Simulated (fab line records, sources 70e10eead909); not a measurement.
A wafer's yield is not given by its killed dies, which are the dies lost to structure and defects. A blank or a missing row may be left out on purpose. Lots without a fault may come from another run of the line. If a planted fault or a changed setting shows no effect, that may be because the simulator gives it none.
Which tool is to blame? || flow nand_harc || 18 wafers from 6 lots sampled at 3 of the route's 1302 steps

WHAT THE GAUGES SHOWED, per wafer
NHARC_A_ONON_D1_THK_MEAS_24: measures by ellipsometry.
{"lot": "L534", "measured": "day 9 20:16", "on": "film_metro-02", "thk_nm (nm)": "1007 1006 1006"}
{"lot": "L536", "measured": "day 10 11:31", "on": "film_metro-01", "thk_nm (nm)": "986 985 986"}
{"lot": "L541", "measured": "day 12 16:10", "on": "film_metro-02", "thk_nm (nm)": "708 706 708"}
{"lot": "L547", "measured": "day 15 10:05", "on": "film_metro-02", "thk_nm (nm)": "999 1000 1002"}
{"lot": "L550", "measured": "day 16 14:40", "on": "film_metro-01", "thk_nm (nm)": "1005 1008 1006"}
{"lot": "L552", "measured": "day 17 09:20", "on": "film_metro-02", "thk_nm (nm)": "1013 1012 1015"}

TOOL THAT RAN EACH LOT (tool first, then ch and the chambers of the sampled wafers, then the start)
{"lot": "L534", "NHARC_A_ZERO_WELL_DESCUM_12": "rie_diel-12 ch 0,1,3, day 8 10:17", "NHARC_A_ONON_D1_DEP_22": "pecvd_onon-02 ch 0, day 9 19:46"}
{"lot": "L536", "NHARC_A_ZERO_WELL_DESCUM_12": "rie_diel-02 ch 1,2,3, day 9 02:08", "NHARC_A_ONON_D1_DEP_22": "pecvd_onon-02 ch 0, day 10 11:01"}
{"lot": "L541", "NHARC_A_ZERO_WELL_DESCUM_12": "rie_diel-12 ch 0,1, day 11 06:53", "NHARC_A_ONON_D1_DEP_22": "pecvd_onon-02 ch 0, day 12 15:40"}
{"lot": "L547", "NHARC_A_ZERO_WELL_DESCUM_12": "rie_diel-12 ch 0,1,2, day 13 22:51", "NHARC_A_ONON_D1_DEP_22": "pecvd_onon-01 ch 0, day 15 09:38"}
{"lot": "L550", "NHARC_A_ZERO_WELL_DESCUM_12": "rie_diel-12 ch 0,3, day 15 02:02", "NHARC_A_ONON_D1_DEP_22": "pecvd_onon-01 ch 0, day 16 14:10"}
{"lot": "L552", "NHARC_A_ZERO_WELL_DESCUM_12": "rie_diel-12 ch 0,1,3, day 15 21:01", "NHARC_A_ONON_D1_DEP_22": "pecvd_onon-01 ch 0, day 17 08:56"}
- NHARC_A_ZERO_WELL_DESCUM_12: chemistry O2, time 3 s.
- NHARC_A_ONON_D1_DEP_22: target thk 1000 nm.

THE ANSWER, worked out from the rows above alone
Rule: the usual values come from the lots themselves. The widest of any qualifying gaps counts: lots, ordered by their means at a reading, are off when they make up no more than a third of the lots, leave a main group of 4 or more, and stand apart from it by 3 or more times the standard deviation of that group's means. If all means in a main group match to the digits the tables above print for the reading, that group is not used. A lot without any number at a reading at which 4 lots or more have one is off too. All remaining lots with rows at the step are treated as sound.
Off: L541 (NHARC_A_ONON_D1_THK_MEAS_24, thk_nm). For the main group the mean is 1002 nm and the standard deviation 9.3.
If a tool, at a process step before that reading, ran all the lots that are off and no sound lot after the first of them, it fits. Those tools and the gauges at NHARC_A_ONON_D1_THK_MEAS_24 are tried in the same way. One fits: NHARC_A_ONON_D1_DEP_22 on pecvd_onon-02. A fault onset in the window from L536 (day 10 11:01, its last sound lot) to L541 (day 12 15:40, its first lot off) fits.

WHAT THE SIMULATOR HAD PUT IN
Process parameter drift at NHARC_A_ONON_D1_DEP_22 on pecvd_onon-02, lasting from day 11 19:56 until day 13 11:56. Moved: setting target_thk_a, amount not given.
Lots struck among those shown: L541. The rule given above showed the same thing.
